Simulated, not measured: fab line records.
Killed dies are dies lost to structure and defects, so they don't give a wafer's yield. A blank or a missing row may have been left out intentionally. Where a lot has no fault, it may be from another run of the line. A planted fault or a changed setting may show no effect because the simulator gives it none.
Chamber matching    flow nand harc    NHARC_P_GATE_DESCUM_13 on rie diel-11: 4 sister chambers
The step chemistry O2, time 3 s. 18 wafers are shown with their chamber, then 9 later ones without.

== EACH WAFER AND ITS CHAMBER ==
wafer   chamber  showerhead plenum p Torr (Torr)  drypump motor current A (A)  rf vpp V (V)
L078.2  0        2.00                             5.9                          58.4
L078.4  1        2.00                             6.2                          57.3
L078.6  2        2.04                             5.7                          58.6
L079.1  3        1.89                             5.9                          57.7
L079.3  1        2.00                             6.2                          57.8
L079.5  2        2.04                             5.7                          58.2
L080.1  0        1.99                             5.9                          57.4
L080.4  2        2.04                             5.7                          57.9
L080.5  3        1.89                             5.9                          58.2
L085.1  2        2.04                             5.7                          58.0
L085.3  1        2.00                             6.2                          56.8
L085.5  2        2.04                             5.7                          58.2
L087.2  3        1.89                             5.9                          57.4
L087.4  2        2.04                             5.7                          58.5
L087.6  1        2.00                             6.2                          57.2
L089.2  3        1.89                             5.9                          56.7
L089.3  0        1.99                             5.9                          57.7
L089.5  2        2.03                             5.8                          58.5

SIGNATURES (averages over the wafers above)
reading                   chamber 0  chamber 1  chamber 2  chamber 3  scatter within a chamber
showerhead plenum p Torr  1.9933     2.0000     2.0386     1.8900     0.0033
drypump motor current A   5.900      6.200      5.714      5.900      0.0247
rf vpp V                  57.833     57.275     58.271     57.500     0.435
Rule: distance of a wafer from a chamber = root of the sum over the readings of ((wafer's reading minus chamber's mean) / reading's scatter) squared. The wafer belongs to the nearest chamber; if the next one is less than 2 further off, it can't be placed. How the scatter is found: for the shown wafers, subtract from each reading the mean of its chamber, square and add these, divide the total by (wafers less chambers), then take the root.

== WAFERS WITH NO CHAMBER GIVEN ==
wafer   showerhead plenum p Torr (Torr)  drypump motor current A (A)  rf vpp V (V)
L092.4  1.89                             5.9                          58.9
L092.5  1.99                             5.9                          57.5
L092.6  2.00                             6.2                          60.5
L094.1  2.03                             5.7                          58.9
L094.3  1.89                             5.9                          58.2
L094.4  2.00                             6.2                          57.0
L095.1  1.99                             6.0                          58.9
L095.2  1.89                             5.9                          58.1
L095.6  2.03                             5.8                          58.1

== THE CHAMBER EACH PASSED THROUGH ==
wafer   from the rows above  in truth
L092.4  3                    3
L092.5  0                    0
L092.6  1                    1
L094.1  2                    2
L094.3  3                    3
L094.4  1                    1
L095.1  0                    0
L095.2  3                    3
L095.6  2                    2
Correct placement for 9 of the 9. From these rows, 0 cannot be placed. Wrongly placed: 0.
